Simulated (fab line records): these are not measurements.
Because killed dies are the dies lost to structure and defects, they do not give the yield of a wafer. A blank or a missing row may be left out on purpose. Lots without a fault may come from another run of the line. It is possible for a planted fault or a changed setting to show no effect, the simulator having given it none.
Which tool did it? :: flow n5Finfet :: Sampling: 10 lots, 28 wafers, 4 of 1938 route steps

## WHAT EACH GAUGE READ, for each wafer
N5_FIN_SAQP_CD_MEAS_16: target cd 35.6 nm.
lot: L731
measured: day 2 04:58
on: cdSem-02
cdNm (nm): 35.2 35.5 34.9

lot: L732
measured: day 2 10:31
on: cdSem-02
cdNm (nm): 35.5 35.7 36.1

lot: L733
measured: day 2 16:08
on: cdSem-02
cdNm (nm): 35.7 35.5 36.0

lot: L734
measured: day 2 22:40
on: cdSem-02
cdNm (nm): 35.9 35.5 35.9

lot: L738
measured: day 3 23:05
on: cdSem-03
cdNm (nm): 35.7 35.9

lot: L739
measured: day 4 03:16
on: cdSem-01
cdNm (nm): 35.5 35.3 35.2

lot: L740
measured: day 4 10:43
on: cdSem-01
cdNm (nm): 35.1 35.4 35.0

lot: L746
measured: day 5 21:39
on: cdSem-03
cdNm (nm): 35.4 35.2 34.6

lot: L751
measured: day 7 03:08
on: cdSem-03
cdNm (nm): 36.0 36.3 35.6

lot: L753
measured: day 7 16:19
on: cdSem-01
cdNm (nm): 35.4 35.6

## WHAT TOOL EACH LOT RAN ON (gives the tool, then ch and the chambers of the sampled wafers, and finally the start)
lot: L731
N5_FIN_SAQP_ALD_61: aldSin-02 ch 0,1,3, day 2 03:37
N5_FIN_SAQP_PECVD_48: pecvd-03 ch 0,1, day 2 04:18
N5_FIN_SAQP_DEVELOP_15: lithoTrack-05 ch 0, day 2 04:54

lot: L732
N5_FIN_SAQP_ALD_61: aldSin-03 ch 0,3, day 2 09:13
N5_FIN_SAQP_PECVD_48: pecvd-03 ch 0,1, day 2 09:52
N5_FIN_SAQP_DEVELOP_15: lithoTrack-02 ch 0, day 2 10:28

lot: L733
N5_FIN_SAQP_ALD_61: aldSin-01 ch 1,3, day 2 14:49
N5_FIN_SAQP_PECVD_48: pecvd-01 ch 0,2, day 2 15:29
N5_FIN_SAQP_DEVELOP_15: lithoTrack-02 ch 0, day 2 16:04

lot: L734
N5_FIN_SAQP_ALD_61: aldSin-02 ch 2,3, day 2 21:17
N5_FIN_SAQP_PECVD_48: pecvd-03 ch 0,1, day 2 22:00
N5_FIN_SAQP_DEVELOP_15: lithoTrack-02 ch 0, day 2 22:36

lot: L738
N5_FIN_SAQP_ALD_61: aldSin-01 ch 0,2, day 3 21:59
N5_FIN_SAQP_PECVD_48: pecvd-03 ch 0,2, day 3 22:35
N5_FIN_SAQP_DEVELOP_15: lithoTrack-05 ch 0, day 3 23:01

lot: L739
N5_FIN_SAQP_ALD_61: aldSin-03 ch 0,1,3, day 4 02:12
N5_FIN_SAQP_PECVD_48: pecvd-02 ch 0,1,2, day 4 02:47
N5_FIN_SAQP_DEVELOP_15: lithoTrack-05 ch 0, day 4 03:13

lot: L740
N5_FIN_SAQP_ALD_61: aldSin-01 ch 0,1,2, day 4 09:38
N5_FIN_SAQP_PECVD_48: pecvd-03 ch 0,2, day 4 10:13
N5_FIN_SAQP_DEVELOP_15: lithoTrack-01 ch 0, day 4 10:39

lot: L746
N5_FIN_SAQP_ALD_61: aldSin-01 ch 0,1,3, day 5 20:23
N5_FIN_SAQP_PECVD_48: pecvd-03 ch 0,1,2, day 5 21:01
N5_FIN_SAQP_DEVELOP_15: lithoTrack-05 ch 0, day 5 21:35

lot: L751
N5_FIN_SAQP_ALD_61: aldSin-02 ch 1,3, day 7 01:49
N5_FIN_SAQP_PECVD_48: pecvd-03 ch 0,1,2, day 7 02:31
N5_FIN_SAQP_DEVELOP_15: lithoTrack-02 ch 0, day 7 03:04

lot: L753
N5_FIN_SAQP_ALD_61: aldSin-03 ch 0,2, day 7 15:07
N5_FIN_SAQP_PECVD_48: pecvd-03 ch 0,2, day 7 15:43
N5_FIN_SAQP_DEVELOP_15: lithoTrack-02 ch 0, day 7 16:16
- N5_FIN_SAQP_ALD_61: deposits SiO2, target thk 4 nm, pulse time 1 s, purge time 2 s.
- N5_FIN_SAQP_PECVD_48: deposits SiNx from SiH4/NH3/N2, target thk 25 nm, time 22.1 s.
- N5_FIN_SAQP_DEVELOP_15: develop time 30 s.

## THE ANSWER, worked out from the rows above alone
Rule: the usual values come from the lots themselves. Put in order of their means at a reading, lots are off if they are a third of the lots or fewer, leave a main group of 4 or more, and stand apart from it by a gap of 3 or more times the standard deviation of the main group's means; of several such gaps the widest counts. A main group whose means are all the same, to the digits that the tables above print for the reading, isn't used. A lot without any number at a reading at which 4 lots or more have one is off too. Where the step has rows for the other lots, those lots are counted as sound.
No lot is off at any reading shown: from this, nothing can be told.

## WHAT THE SIMULATOR HAD PUT IN
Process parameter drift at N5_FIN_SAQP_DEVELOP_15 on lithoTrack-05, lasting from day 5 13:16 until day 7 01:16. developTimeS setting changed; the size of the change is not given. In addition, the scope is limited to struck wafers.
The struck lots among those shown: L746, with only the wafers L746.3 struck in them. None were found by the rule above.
